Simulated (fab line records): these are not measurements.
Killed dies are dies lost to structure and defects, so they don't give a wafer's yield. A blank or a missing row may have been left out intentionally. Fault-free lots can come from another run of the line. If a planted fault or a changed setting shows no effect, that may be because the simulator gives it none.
Chamber matching + flow nand-harc + NHARC_A_STAIRCASE_DEP_301 on pecvd-03 has 3 sister chambers
The step deposits SiON, target thk 30 nm. 20 wafers are shown with their chamber, then 10 later ones without.

== EACH WAFER AND ITS CHAMBER ==
| wafer  | chamber | heater-power-w (W) |
|--------|---------|--------------------|
| L074.2 | 0       | 744                |
| L074.3 | 2       | 821                |
| L074.6 | 1       | 780                |
| L076.1 | 2       | 766                |
| L076.3 | 1       | 766                |
| L076.5 | 2       | 774                |
| L077.2 | 1       | 810                |
| L077.5 | 1       | 834                |
| L077.6 | 0       | 822                |
| L080.1 | 1       | 796                |
| L080.2 | 0       | 722                |
| L080.6 | 2       | 707                |
| L079.1 | 0       | 815                |
| L079.5 | 1       | 706                |
| L079.6 | 2       | 784                |
| L086.1 | 1       | 801                |
| L086.2 | 0       | 718                |
| L086.6 | 2       | 861                |
| L087.2 | 0       | 718                |
| L087.5 | 0       | 713                |

SIGNATURES (means of the wafers above)
| reading        | chamber 0 | chamber 1 | chamber 2 | scatter within a chamber |
|----------------|-----------|-----------|-----------|--------------------------|
| heater-power-w | 750.29    | 784.71    | 785.50    | 46.8                     |
Rule: a wafer's distance from a chamber is the root of the sum, over the readings, of the square of ((its reading less the chamber's mean) divided by the reading's scatter). The wafer belongs to the nearest chamber; if the next one is less than 2 further off, it can't be placed. The scatter: take each reading less its chamber's mean, square it, sum over the shown wafers, divide by the number of wafers less the number of chambers, and take the root.

== WAFERS MISSING THEIR CHAMBER ==
| wafer  | heater-power-w (W) |
|--------|--------------------|
| L087.6 | 848                |
| L094.1 | 803                |
| L094.3 | 699                |
| L094.4 | 816                |
| L096.1 | 772                |
| L096.2 | 733                |
| L096.3 | 818                |
| L096.4 | 851                |
| L096.5 | 729                |
| L096.6 | 742                |

== WHICH CHAMBER EACH ONE RAN IN ==
| wafer  | from the rows above          | in truth |
|--------|------------------------------|----------|
| L087.6 | can't be placed: 2 or 1 or 0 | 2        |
| L094.1 | can't be placed: 2 or 1 or 0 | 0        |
| L094.3 | can't be placed: 0 or 1 or 2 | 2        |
| L094.4 | can't be placed: 2 or 1 or 0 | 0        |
| L096.1 | can't be placed: 1 or 2 or 0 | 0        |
| L096.2 | can't be placed: 0 or 1 or 2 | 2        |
| L096.3 | can't be placed: 2 or 1 or 0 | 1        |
| L096.4 | can't be placed: 2 or 1 or 0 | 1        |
| L096.5 | can't be placed: 0 or 1 or 2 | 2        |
| L096.6 | can't be placed: 0 or 1 or 2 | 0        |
Correct placement for 0 of the 10. Unplaceable from these rows: 10, with the true chamber sitting among the candidates in 10. Placed wrongly: 0.
